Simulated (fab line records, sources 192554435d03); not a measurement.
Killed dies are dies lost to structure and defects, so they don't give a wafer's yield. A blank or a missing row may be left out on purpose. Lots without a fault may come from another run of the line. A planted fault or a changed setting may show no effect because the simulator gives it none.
fab line records | flow n5_finfet
record lots=5 wafers=13 last_day=16
route steps=1938 shown BEOL_M4@1099 BEOL_M5@1112 BEOL_M7@1326 PASSIVATION@1936
lots that met no fault: from a run of the same line without faults
start_h: hours from the record's first day to the start of the lot's first wafer shown | wait_h: hours since the lot's step before | " the same as in the row above | L1.1+2: a row that stands for several wafers | - no value, or no start given | * or withheld: withheld | < > ~ a bound
route shown NAME@n: a module of which the file shows steps, and the number in the route of the first | usual: mean/standard deviation of fault-free wafers | same: alike in all rows | chamber/n: place in a boat | sites: the reading at each site | _std_site: their standard deviation | _edge_site: outer sites' mean less inner sites' | radius_mm: how far each site lies from the wafer's centre | mask NAME#n: copy n | behind: the tool/chamber that last shaped the wafer | hold: why the lot was held/for how many hours/how that ended | device: the transistor (n, p or np) that didn't switch | end of line: the same wafers' tests at the end of the route | a step without rows: its recipe alone | killed: dies lost to structure and defects at the first sort, not the wafer's yield | map: a wafer's dies, x killed, . not, _ none there
set.NAME: the setting as run; set.NAME@STEP: as run at that earlier step | model.NAME: the simulator's own value behind a step, which no gauge read
lots at some steps of the route; a table a step, a row a wafer
services: from which hour (start_h, from the record's first day; less than 0 if before it) a tool's chamber was out of use, for how many hours, and why
## steps
# step N5_BEOL_M4_ANNEAL_95
# recipe temp_c=400 time_s=240 ambient=vacuum
# step N5_BEOL_M4_SPUTTER_96
# recipe material=Cu target_thk_a=45 temp_c=-20 chamber_pressure_pa=0.07 power_w=withheld time_s=8.29
# step N5_BEOL_M4_ECD_50
# recipe material=Cu target_thk_a=3000
# step N5_BEOL_M4_ANNEAL_51
# recipe temp_c=225 time_s=90 ambient=N2
# step N5_BEOL_M4_CMP_52
# recipe stop_on=SiOC t_overpolish_s=6.8 down_force_psi=1 platen_rpm=50 clearing_platen_down_force_psi=1.5 clearing_platen_rpm=50 post_cmp_clean=cu_alkaline target_thk_nm=40 clearing_platen_pad_velocity_m_s=0.99484 pad_velocity_m_s=0.99484
# step N5_BEOL_M4_PRE_CLEAN_60
# recipe gas=NH3/H2 time_s=15 temp_c=* rf_power_w=300
# step N5_BEOL_M4_CO_CAP_55
# recipe material=Co target_thk_a=20 temp_c=200 precursor=CCTBA/H2 pressure_torr=30 time_s=102.1
# step N5_BEOL_M4_PRE_CLEAN_56
# recipe gas=NH3 time_s=15 temp_c=withheld rf_power_w=300
# step N5_BEOL_M4_DEP_57
# recipe material=SiCN target_thk_a=80 temp_c=withheld precursor=3MS/NH3 pressure_torr=3 rf_w=202 time_s=14
# step N5_BEOL_M4_RC_MEAS_101
# usual DIBL_N=36.4/1.5 DIBL_P=36.4/1.6 IOFF_N=0.164/0.025 IOFF_P=0.214/0.028 ION_N=675/9.9 ION_P=463/6.5 SS_N=71.5/0.5 SS_P=73.3/0.56 VT_N=249.2/2.7 VT_P=-250.1/2.8
# columns lot.wafer tool chamber start_h wait_h DIBL_N[mV/V] DIBL_P[mV/V] IOFF_N[nA/um] IOFF_P[nA/um] ION_N[uA/um] ION_P[uA/um] SS_N[mV/dec] SS_P[mV/dec] VT_N[mV] VT_P[mV]
L959.3 prober-01 0 217.04 0.7 39.7 37.6 0.209 0.271 684 466 71.9 73.5 245.3 -248.5
L959.4 " 0 " " 38.3 35.7 0.169 0.232 668 461 71.8 73.3 249.4 -246.0
L959.5 " 0 " " 38.1 35.4 0.169 0.235 669 465 72.3 73.1 248.2 -247.4
L962.2 prober-01 0 241.35 0.2 36.5 38.1 0.174 0.213 668 457 72.0 73.8 248.1 -252.8
L962.5 " 0 " " 35.0 35.5 0.137 0.177 668 457 71.3 72.7 248.8 -254.0
L962.6 " 0 " " 34.6 35.4 0.134 0.181 664 459 71.7 73.1 254.2 -251.2
L964.4 prober-01 0 243.79 0.5 36.9 38.0 0.184 0.230 669 464 72.2 73.2 248.4 -245.9
L964.5 " 0 " " 37.1 39.4 0.187 0.242 674 466 72.0 73.8 249.5 -247.6
L963.1 prober-01 0 244.25 0.2 32.9 34.8 0.122 0.178 669 458 70.7 72.4 251.5 -250.4
L963.4 " 0 " " 32.8 34.1 0.117 0.167 658 452 71.4 72.6 252.9 -254.3
L968.2 prober-02 0 276.93 0.2 37.1 37.2 0.163 0.237 665 459 72.0 73.6 247.4 -248.3
L968.4 " 0 " " 35.5 34.9 0.144 0.205 674 461 71.7 73.4 250.9 -248.5
L968.5 " 0 " " 38.8 38.8 0.211 0.275 687 469 71.7 74.8 244.4 -245.7
# step N5_BEOL_M5_ILD_DEP_00
# recipe material=SiCOH_lowk target_thk_a=1406.4 temp_c=300 precursor=DEMS/porogen pressure_torr=5 rf_w=500 time_s=25.9
# step N5_BEOL_M5_CURE_79
# recipe temp_c=385 time_s=240 ambient=He/Ar material=SiCOH_lowk
# step N5_BEOL_M5_PECVD_70
# recipe material=SiO2 target_thk_a=160 temp_c=400 precursor=TEOS/O2 pressure_torr=5.5 rf_w=450 teos_flow_sccm=53.8 gas=O2 flow_sccm=3000 time_s=18
# step N5_BEOL_M5_HM_DEP_02
# recipe material=TiN target_thk_a=200 temp_c=25 chamber_pressure_pa=0.49996
# step N5_BEOL_M5_COAT_59
# recipe resist=SOC temp_c=250 time_s=60 spin_rpm=1500 resist_thk_nm=60
# step N5_BEOL_M5_COAT_60
# recipe resist=SiARC temp_c=220 time_s=60 spin_rpm=1500 resist_thk_nm=12
# step N5_BEOL_M5_COAT_71
# recipe resist=underlayer temp_c=205 time_s=60 spin_rpm=1500 resist_thk_nm=5
# step N5_BEOL_M5_COAT_05
# recipe resist=CAR-EUV spin_rpm=1500 resist_thk_nm=30
# step N5_BEOL_M5_EBR_07
# recipe solvent=PGMEA ebr_width_mm=1.5
# step N5_BEOL_M5_SOFTBAKE_06
# recipe temp_c=110 time_s=60 resist=CAR-EUV
# step N5_BEOL_M5_EXPOSE_08
# recipe mask_id=M5 na=0.33 source_shape=annular sigma_inner=0.4 sigma_outer=0.8 polarization=unpolarized target_cd_nm=28 dose_mj=35.75
# step N5_BEOL_M5_PEB_09
# recipe peb_temp_c=100 peb_time_s=60 resist=CAR-EUV
# step N5_BEOL_M5_DEVELOP_10
# recipe develop_time_s=30 developer=TMAH resist=CAR-EUV rinse_liquid=surfactant_rinse dry=air_spin dev_temp_c=23
# step N5_BEOL_M5_DESCUM_16
# recipe chemistry=O2 time_s=7 source_power_w=50 bias_power_w=20 pressure_mtorr=20 rf_frequency_hz=2.712e+07 temp_c=40 resist=CAR-EUV o2_flow_sccm=225
# step N5_BEOL_M5_ETCH_72
# recipe chemistry=N2/H2 target=underlayer target_depth_a=65 mask_material=CAR-EUV time_s=5.2 ion_energy_ev=200 pressure_mtorr=30 source_w=840 bias_w=150 n2_flow_sccm=200 h2_flow_sccm=200 ends=cleared
# step N5_BEOL_M5_ETCH_61
# recipe chemistry=CF4 target=SiARC target_depth_a=156 mask_material=CAR-EUV time_s=26 ion_energy_ev=80 pressure_mtorr=40 source_w=545 bias_w=36 Ar_flow_sccm=100 cf4_flow_sccm=100 ends=cleared
# step N5_BEOL_M5_ETCH_62
# recipe chemistry=N2/H2 target=SOC target_depth_a=750 overetch_a=150 mask_material=SiARC temp_c=40 time_s=112.5 ion_energy_ev=200 pressure_mtorr=30 source_w=840 bias_w=150 n2_flow_sccm=200 h2_flow_sccm=200
# step N5_BEOL_M5_STRIP_63
# recipe chemistry=N2/H2 temp_c=40 n2_flow_sccm=200 h2_flow_sccm=200 rf_frequency_hz=6e+07
# step N5_BEOL_M5_STRIP_73
# recipe chemistry=N2/H2 temp_c=40 n2_flow_sccm=200 h2_flow_sccm=200 rf_frequency_hz=6e+07
# step N5_BEOL_M5_STRIP_64
# recipe chemistry=CF4 resist=SiARC power_w=300 bias_power_w=75 pressure_mtorr=50 cf4_flow_sccm=150 rf_frequency_hz=6e+07
# step N5_BEOL_M5_HM_OPEN_17
# recipe chemistry=Cl2/BCl3 target_depth_a=200 overetch_a=60 target=TiN mask_material=SOC ion_energy_ev=150 pressure_mtorr=10 icp_w=1000 bias_w=126 Cl2_flow_sccm=53.25 bcl3_flow_sccm=21.75 Ar_flow_sccm=25
# step N5_BEOL_M5_STRIP_19
# recipe chemistry=O2 power_w=400 temp_c=40 pressure_mtorr=30 rf_frequency_hz=6e+07 bias_power_w=0 overash_fraction=0.2 o2_flow_sccm=225
# step N5_BEOL_M5_COAT_65
# recipe resist=SOC temp_c=250 time_s=60 spin_rpm=1500 resist_thk_nm=60
# step N5_BEOL_M5_COAT_66
# recipe resist=SiARC temp_c=220 time_s=60 spin_rpm=1500 resist_thk_nm=12
# step N5_BEOL_M7_CMP_52
# recipe stop_on=SiCOH_lowk t_overpolish_s=6.9 down_force_psi=1 platen_rpm=50 clearing_platen_down_force_psi=1.5 clearing_platen_rpm=50 post_cmp_clean=cu_alkaline target_thk_nm=80 clearing_platen_pad_velocity_m_s=0.99484 pad_velocity_m_s=0.99484
# usual barrier_field_endpoint_s=29.0/0.64 motor_current_A=6.3/0.72 overpolish_run_s=6.900/0.0089 slurry_flow_ml_min=150.0/0.55 time_to_endpoint_s=62.6/2.4
# columns lot.wafer tool chamber start_h wait_h barrier_field_endpoint_s motor_current_A overpolish_run_s slurry_flow_ml_min time_to_endpoint_s
L959.4 cmp-01 1 241.66 0.2 29.1 5.8 6.904 150.4 60.9
L959.3 " 2 " " 27.6 7.8 6.901 150.8 60.8
L959.5 " 3 " " 28.8 5.5 6.903 149.5 61.0
L964.4 cmp-01 1 268.92 0.3 46.9 5.8 0.045 150.5 81.4
L964.5 " 0 " " 46.9 6.9 0.046 150.8 81.8
L962.2 cmp-01 3 269.18 0.5 28.1 5.8 6.900 150.0 62.2
L962.6 " 0 " " 28.9 6.8 6.890 149.9 60.9
L962.5 " 1 " " 46.9 5.8 0.049 150.4 81.7
L963.4 cmp-01 2 270.59 0.1 46.9 7.4 0.034 150.1 80.9
L963.1 " 1 " " 28.5 5.7 6.896 150.0 64.4
L968.4 cmp-04 2 305.96 0.2 28.6 6.4 6.908 150.5 61.4
L968.2 " 3 " " 29.1 5.3 6.912 149.8 62.4
L968.5 " 2 " " 29.1 6.6 6.901 150.7 65.6
# step N5_BEOL_M7_THK_MEAS_53
# recipe thk_meas_gauge=xrf reads=Cu_of_BEOL_M7_ECD_50
# usual M7_THK=77.7/1.9
# columns lot.wafer tool chamber start_h wait_h M7_THK[nm]
L959.3 film_metro-02 - 241.88 - 81.5
L959.4 " - " " 78.2
L959.5 " - " " 80.2
L964.4 film_metro-02 - 269.14 - 175.6
L964.5 " - " " 176.9
L962.2 film_metro-01 - 269.36 - 77.5
L962.5 " - " " 182.1
L962.6 " - " " 74.8
L963.1 film_metro-02 - 270.89 - 72.0
L963.4 " - " " 188.3
L968.2 film_metro-01 - 306.22 - 80.7
L968.4 " - " " 76.7
L968.5 " - " " 77.6
# step N5_BEOL_M7_INSPECT_58
# recipe inspect_instrument=darkfield mode=post_dep
# usual raw_defect_count=79/26
# columns lot.wafer tool chamber start_h wait_h raw_defect_count
L959.3 defect_inspect-02 - 242.04 0.0 95
L959.4 " - " " 50
L959.5 " - " " 97
L964.4 defect_inspect-02 - 269.30 0.0 1226
L964.5 " - " " 1211
L962.2 defect_inspect-01 - 269.52 0.0 77
L962.5 " - " " 1222
L962.6 " - " " 73
L963.1 defect_inspect-01 - 271.04 0.0 109
L963.4 " - " " 1197
L968.2 defect_inspect-02 - 306.37 0.0 63
L968.4 " - " " 80
L968.5 " - " " 100
# step N5_PASSIVATION_PROBE_49
# usual defect_limited_yield=91.1/1.4 killed_at_M0_to_M3=35/8.7 killed_at_M4_up=14/5.3 killed_at_contacts=12/6.2 killed_at_front_end=41/12 killed_at_other=3.4/2.6 killed_dies=105/16 killed_on_rim=14/3.8 killed_open=67/13 killed_short=36/7.3 sort_bin_5_function=5.2/0.96 sort_bin_6_memory=3.3/0.6 sort_n_pass=1075/16 sort_yield_pct=91.1/1.4
# same gross_dies=1180 killed_at_back_side=0 sort_bin_4_leakage[%]=0 sort_bin_8_speed[%]=0
# columns lot.wafer tool chamber start_h wait_h defect_limited_yield[%] killed_at_M0_to_M3 killed_at_M4_up killed_at_contacts killed_at_front_end killed_at_other killed_dies killed_on_rim killed_open killed_short sort_bin_5_function[%] sort_bin_6_memory[%] sort_n_pass sort_yield_pct[%]
L959.3 prober-02 - 318.02 0.1 89.6 41 25 15 39 3 123 20 80 40 6.3 4.1 1057 89.6
L959.4 prober-02 - 318.07 0.2 91.4 43 12 8 38 0 101 8 66 34 5.1 3.2 1079 91.4
L959.5 prober-02 - 318.12 0.2 91.5 29 21 9 38 3 100 14 69 28 4.7 3.3 1080 91.5
L963.1 prober-02 - 345.30 0.0 90.8 31 24 6 48 0 109 14 69 36 5.8 3.2 1071 90.8
L963.4 prober-02 - 345.45 0.2 0 40 1114 2 16 8 1180 152 56 36 4.5 2.9 0 0
L964.4 prober-02 - 346.68 0.4 0 22 1107 8 38 5 1180 152 48 38 4.2 3.1 0 0
L964.5 prober-02 - 346.73 0.5 0 48 1089 7 35 1 1180 152 64 42 5.3 3.6 0 0
L962.2 prober-02 - 347.96 0.2 88.8 42 12 10 64 4 132 19 81 50 6.9 3.9 1048 88.8
L962.5 prober-02 - 348.11 0.4 0 25 1112 5 38 0 1180 152 47 32 3.6 2.5 0 0
L962.6 prober-02 - 348.16 0.4 92.0 43 17 7 24 3 94 15 59 30 4.0 3.6 1086 92.0
L968.2 prober-02 - 385.53 0.1 88.7 34 15 20 63 1 133 23 85 48 6.5 4.1 1047 88.7
L968.4 prober-02 - 385.63 0.2 90.3 44 9 9 42 11 115 16 79 31 5.1 4.2 1065 90.3
L968.5 prober-02 - 385.68 0.2 92.3 22 13 8 40 8 91 12 49 41 4.1 2.9 1089 92.3
# killed by level:class
L959.3 BEOL_M3:geometric_particle:open=12 BEOL_M4:geometric_particle:open=11 MOL_CONTACT_COAG:geometric_particle:open=10 BEOL_M2:geometric_particle:open=7 FIN_SAQP:geometric_particle:short=6 GATE_CUT:geometric_particle:short=6 GATE_CUT:geometric_particle:open=6 BEOL_M0_SAQP:geometric_particle:open=6
L959.4 BEOL_M0_SAQP:geometric_particle:short=13 BEOL_M0_SAQP:geometric_particle:open=10 BEOL_M3:geometric_particle:open=9 MOL_CONTACT_COAG:geometric_particle:open=8 GATE_CUT:geometric_particle:short=6 GATE_CUT:geometric_particle:open=6 BEOL_M1:geometric_particle:open=6 FIN_SAQP:geometric_particle:short=5
L959.5 FIN_SAQP:geometric_particle:open=10 STI_FIN_REVEAL:geometric_particle:open=10 BEOL_M2:geometric_particle:open=8 MOL_CONTACT_COAG:geometric_particle:open=7 BEOL_M4:geometric_particle:open=7 FIN_SAQP:geometric_particle:short=5 BEOL_M5:geometric_particle:open=5 BEOL_M0_SAQP:geometric_particle:open=4
L963.1 BEOL_M3:geometric_particle:open=11 BEOL_M4:geometric_particle:open=11 DUMMY_GATE:geometric_particle:open=8 FIN_SAQP:geometric_particle:open=7 STI_FIN_REVEAL:geometric_particle:open=6 MOL_CONTACT_COAG:geometric_particle:open=5 BEOL_M0_SAQP:geometric_particle:short=5 BEOL_M4:geometric_particle:short=5
L963.4 BEOL_M7:area_cmp=1087 BEOL_M0_SAQP:geometric_particle:open=10 BEOL_M0_SAQP:geometric_particle:short=9 BEOL_M4:geometric_particle:open=9 BEOL_M1:geometric_particle:open=6 BEOL_M1:geometric_particle:short=6 BEOL_M2:geometric_particle:open=5 BEOL_M7:geometric_particle:open=5
L964.4 BEOL_M7:area_cmp=1092 FIN_SAQP:geometric_particle:open=10 BEOL_M0_SAQP:geometric_particle:short=8 BEOL_M0_SAQP:geometric_particle:open=8 STI_FIN_REVEAL:geometric_particle:open=6 GATE_CUT:geometric_particle:short=6 MOL_CONTACT_COAG:geometric_particle:open=6 BEOL_M4:geometric_particle:short=6
L964.5 BEOL_M7:area_cmp=1072 BEOL_M0_SAQP:geometric_particle:open=17 BEOL_M0_SAQP:geometric_particle:short=15 STI_FIN_REVEAL:geometric_particle:open=12 FIN_SAQP:geometric_particle:short=6 MOL_CONTACT_COAG:geometric_particle:open=6 BEOL_M4:geometric_particle:open=6 BEOL_M1:geometric_particle:open=5
L962.2 FIN_SAQP:geometric_particle:open=29 BEOL_M0_SAQP:geometric_particle:short=15 FIN_SAQP:geometric_particle:short=13 MOL_CONTACT_COAG:geometric_particle:open=8 BEOL_M3:geometric_particle:open=8 BEOL_M0_SAQP:geometric_particle:open=7 BEOL_M2:geometric_particle:open=6 BEOL_M4:geometric_particle:open=6
L962.5 BEOL_M7:area_cmp=1101 FIN_SAQP:geometric_particle:open=8 BEOL_M0_SAQP:geometric_particle:open=7 BEOL_M0_SAQP:geometric_particle:short=7 FIN_SAQP:geometric_particle:short=6 GATE_CUT:geometric_particle:short=6 BEOL_M5:geometric_particle:open=5 GATE_CUT:geometric_particle:open=5
L962.6 BEOL_M3:geometric_particle:open=8 GATE_CUT:geometric_particle:short=7 GATE_CUT:geometric_particle:open=7 MOL_CONTACT_COAG:geometric_particle:open=7 BEOL_M0_SAQP:geometric_particle:short=7 BEOL_M2:geometric_particle:open=7 BEOL_M0_SAQP:geometric_particle:open=5 FIN_SAQP:geometric_particle:short=4
L968.2 FIN_SAQP:geometric_particle:short=17 MOL_CONTACT_COAG:geometric_particle:open=17 FIN_SAQP:geometric_particle:open=15 BEOL_M0_SAQP:geometric_particle:short=14 STI_FIN_REVEAL:geometric_particle:open=10 BEOL_M0_SAQP:geometric_particle:open=8 BEOL_M4:geometric_particle:open=7 BEOL_M5:geometric_particle:open=7
L968.4 FIN_SAQP:geometric_particle:short=11 FIN_SAQP:geometric_particle:open=10 BEOL_M3:geometric_particle:open=10 MOL_CONTACT_COAG:geometric_particle:open=9 BEOL_M2:geometric_particle:open=9 STI_FIN_REVEAL:geometric_particle:open=7 BEOL_M0_SAQP:geometric_particle:open=7 BEOL_M0_SAQP:geometric_particle:short=6
L968.5 FIN_SAQP:geometric_particle:short=16 STI_FIN_REVEAL:geometric_particle:open=9 BEOL_M0_SAQP:geometric_particle:open=8 MOL_CONTACT_COAG:geometric_particle:open=6 BEOL_M0_SAQP:geometric_particle:short=6 FIN_SAQP:geometric_particle:open=5 BEOL_M5:geometric_particle:open=5 STARTING-WAFER:geometric_particle:short=4
# map L962.5 (x killed, . not)
_________________xxxxxxxxxxxx________________
______________xxxxxxxxxxxxxxxxxx_____________
___________xxxxxxxxxxxxxxxxxxxxxxxx__________
__________xxxxxxxxxxxxxxxxxxxxxxxxxx_________
________xxxxxxxxxxxxxxxxxxxxxxxxxxxxxx_______
_______xxxxxxxxxxxxxxxxxxxxxxxxxxxxxxxx______
______xxxxxxxxxxxxxxxxxxxxxxxxxxxxxxxxxx_____
_____xxxxxxxxxxxxxxxxxxxxxxxxxxxxxxxxxxxx____
____xxxxxxxxxxxxxxxxxxxxxxxxxxxxxxxxxxxxxx___
___xxxxxxxxxxxxxxxxxxxxxxxxxxxxxxxxxxxxxxxx__
___xxxxxxxxxxxxxxxxxxxxxxxxxxxxxxxxxxxxxxxx__
__xxxxxxxxxxxxxxxxxxxxxxxxxxxxxxxxxxxxxxxxxx_
__xxxxxxxxxxxxxxxxxxxxxxxxxxxxxxxxxxxxxxxxxx_
_xxxxxxxxxxxxxxxxxxxxxxxxxxxxxxxxxxxxxxxxxxxx
_xxxxxxxxxxxxxxxxxxxxxxxxxxxxxxxxxxxxxxxxxxxx
_xxxxxxxxxxxxxxxxxxxxxxxxxxxxxxxxxxxxxxxxxxxx
_xxxxxxxxxxxxxxxxxxxxxxxxxxxxxxxxxxxxxxxxxxxx
_xxxxxxxxxxxxxxxxxxxxxxxxxxxxxxxxxxxxxxxxxxxx
_xxxxxxxxxxxxxxxxxxxxxxxxxxxxxxxxxxxxxxxxxxxx
_xxxxxxxxxxxxxxxxxxxxxxxxxxxxxxxxxxxxxxxxxxxx
_xxxxxxxxxxxxxxxxxxxxxxxxxxxxxxxxxxxxxxxxxxxx
__xxxxxxxxxxxxxxxxxxxxxxxxxxxxxxxxxxxxxxxxxx_
__xxxxxxxxxxxxxxxxxxxxxxxxxxxxxxxxxxxxxxxxxx_
___xxxxxxxxxxxxxxxxxxxxxxxxxxxxxxxxxxxxxxxx__
___xxxxxxxxxxxxxxxxxxxxxxxxxxxxxxxxxxxxxxxx__
____xxxxxxxxxxxxxxxxxxxxxxxxxxxxxxxxxxxxxx___
_____xxxxxxxxxxxxxxxxxxxxxxxxxxxxxxxxxxxx____
______xxxxxxxxxxxxxxxxxxxxxxxxxxxxxxxxxx_____
_______xxxxxxxxxxxxxxxxxxxxxxxxxxxxxxxx______
________xxxxxxxxxxxxxxxxxxxxxxxxxxxxxx_______
__________xxxxxxxxxxxxxxxxxxxxxxxxxx_________
___________xxxxxxxxxxxxxxxxxxxxxxxx__________
______________xxxxxxxxxxxxxxxxxx_____________
_________________xxxxxxxxxxxx________________
# map L963.4 (x killed, . not)
_________________xxxxxxxxxxxx________________
______________xxxxxxxxxxxxxxxxxx_____________
___________xxxxxxxxxxxxxxxxxxxxxxxx__________
__________xxxxxxxxxxxxxxxxxxxxxxxxxx_________
________xxxxxxxxxxxxxxxxxxxxxxxxxxxxxx_______
_______xxxxxxxxxxxxxxxxxxxxxxxxxxxxxxxx______
______xxxxxxxxxxxxxxxxxxxxxxxxxxxxxxxxxx_____
_____xxxxxxxxxxxxxxxxxxxxxxxxxxxxxxxxxxxx____
____xxxxxxxxxxxxxxxxxxxxxxxxxxxxxxxxxxxxxx___
___xxxxxxxxxxxxxxxxxxxxxxxxxxxxxxxxxxxxxxxx__
___xxxxxxxxxxxxxxxxxxxxxxxxxxxxxxxxxxxxxxxx__
__xxxxxxxxxxxxxxxxxxxxxxxxxxxxxxxxxxxxxxxxxx_
__xxxxxxxxxxxxxxxxxxxxxxxxxxxxxxxxxxxxxxxxxx_
_xxxxxxxxxxxxxxxxxxxxxxxxxxxxxxxxxxxxxxxxxxxx
_xxxxxxxxxxxxxxxxxxxxxxxxxxxxxxxxxxxxxxxxxxxx
_xxxxxxxxxxxxxxxxxxxxxxxxxxxxxxxxxxxxxxxxxxxx
_xxxxxxxxxxxxxxxxxxxxxxxxxxxxxxxxxxxxxxxxxxxx
_xxxxxxxxxxxxxxxxxxxxxxxxxxxxxxxxxxxxxxxxxxxx
_xxxxxxxxxxxxxxxxxxxxxxxxxxxxxxxxxxxxxxxxxxxx
_xxxxxxxxxxxxxxxxxxxxxxxxxxxxxxxxxxxxxxxxxxxx
_xxxxxxxxxxxxxxxxxxxxxxxxxxxxxxxxxxxxxxxxxxxx
__xxxxxxxxxxxxxxxxxxxxxxxxxxxxxxxxxxxxxxxxxx_
__xxxxxxxxxxxxxxxxxxxxxxxxxxxxxxxxxxxxxxxxxx_
___xxxxxxxxxxxxxxxxxxxxxxxxxxxxxxxxxxxxxxxx__
___xxxxxxxxxxxxxxxxxxxxxxxxxxxxxxxxxxxxxxxx__
____xxxxxxxxxxxxxxxxxxxxxxxxxxxxxxxxxxxxxx___
_____xxxxxxxxxxxxxxxxxxxxxxxxxxxxxxxxxxxx____
______xxxxxxxxxxxxxxxxxxxxxxxxxxxxxxxxxx_____
_______xxxxxxxxxxxxxxxxxxxxxxxxxxxxxxxx______
________xxxxxxxxxxxxxxxxxxxxxxxxxxxxxx_______
__________xxxxxxxxxxxxxxxxxxxxxxxxxx_________
___________xxxxxxxxxxxxxxxxxxxxxxxx__________
______________xxxxxxxxxxxxxxxxxx_____________
_________________xxxxxxxxxxxx________________
## services
# columns tool chamber start_h hours kind
cmp-04 - 218.02 - consumable_replace:conditioner
cmp-04 - 218.02 - consumable_replace:pad
cmp-01 - 229.66 4.0 pm
cmp-01 - 233.66 - consumable_replace:conditioner
cmp-01 - 233.66 - consumable_replace:pad
cmp-04 - 243.72 28.0 repair
cmp-01 - 300.61 0.5 repair
## key
first_sign step=N5_BEOL_M7_CMP_52 reading=overpolish_run_s direction=down sigmas=99+ usual=6.900 struck=0.043
effect step=N5_BEOL_M7_CMP_52 reading=barrier_field_endpoint_s direction=up sigmas=28 usual=29.0 struck=46.9
effect step=N5_BEOL_M7_THK_MEAS_53 reading=M7_THK direction=up sigmas=53 usual=77.7 struck=180.7
effect step=N5_BEOL_M7_INSPECT_58 reading=raw_defect_count direction=up sigmas=44 usual=79 struck=1214
effect step=N5_PASSIVATION_PROBE_49 reading=killed_at_M4_up direction=up sigmas=99+ usual=14 struck=1106
more_kills_born_at N5_BEOL_M7_CMP_52@cmp-01=4352
met_at N5_BEOL_M7_CMP_52
struck_wafers L962.5,L963.4,L964.4,L964.5
later_rows_left_out L962.5,L963.4,L964.4,L964.5
onset_between 241.66 268.92
fault kind=process_parameter_drift tool=cmp-01 chamber=- onset_h=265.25 steps=N5_BEOL_M7_CMP_52 channel=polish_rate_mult offset=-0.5 shape=step end_h=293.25 scope=struck_wafers_only
# later_rows_left_out: the simulator's readings of these wafers behind a module that went badly wrong aren't trusted and aren't shown, but for the sort
